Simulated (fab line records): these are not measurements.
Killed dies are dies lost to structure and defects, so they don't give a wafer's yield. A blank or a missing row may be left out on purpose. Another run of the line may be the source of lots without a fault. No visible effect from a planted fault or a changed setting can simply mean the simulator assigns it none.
Matching of chambers :: flow n5 finfet :: N5_BEOL_M5_PRE_CLEAN_77 on cvd co-01: 3 sister chambers
The step time 15 s. 3 wafers are shown with their chamber, then 12 later ones without.

WAFERS WITH THEIR CHAMBER
wafer: L090.1
chamber: 0
heater power w (W): 85

wafer: L090.2
chamber: 1
heater power w (W): 114

wafer: L090.3
chamber: 2
heater power w (W): 89

WAFERS WITHOUT THEIR CHAMBER
wafer: L090.4
heater power w (W): 115

wafer: L090.5
heater power w (W): 90

wafer: L090.6
heater power w (W): 83

wafer: L094.1
heater power w (W): 86

wafer: L094.2
heater power w (W): 115

wafer: L094.6
heater power w (W): 115

wafer: L093.2
heater power w (W): 88

wafer: L093.4
heater power w (W): 112

wafer: L093.6
heater power w (W): 85

wafer: L095.1
heater power w (W): 114

wafer: L095.5
heater power w (W): 112

wafer: L095.6
heater power w (W): 89

WHICH CHAMBER EACH WENT THROUGH
wafer: L090.4
from the rows above: 1
in truth: 1

wafer: L090.5
from the rows above: 2
in truth: 2

wafer: L090.6
from the rows above: 0
in truth: 0

wafer: L094.1
from the rows above: can't be placed: 0 or 2
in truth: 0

wafer: L094.2
from the rows above: 1
in truth: 1

wafer: L094.6
from the rows above: 1
in truth: 1

wafer: L093.2
from the rows above: can't be placed: 2 or 0
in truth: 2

wafer: L093.4
from the rows above: 1
in truth: 1

wafer: L093.6
from the rows above: 0
in truth: 0

wafer: L095.1
from the rows above: 1
in truth: 1

wafer: L095.5
from the rows above: 1
in truth: 1

wafer: L095.6
from the rows above: 2
in truth: 2
10 of 12 placed correctly. Cannot be placed on the basis of these rows: 2; the candidates contain the true chamber in 2. Placed wrongly: 0.
How it was worked out, from the rows above alone: a wafer's distance from a chamber is the root of the sum, over the readings, of the square of ((its reading less the chamber's mean) divided by the reading's scatter). The wafer belongs to the nearest chamber; if the next one is less than 2 further off, it can't be placed. For every chamber, the mean is computed from those of its wafers that are shown. The scatter: with one shown wafer a chamber, the root of the mean of the squares of how far each hidden wafer lies from its nearest shown one.
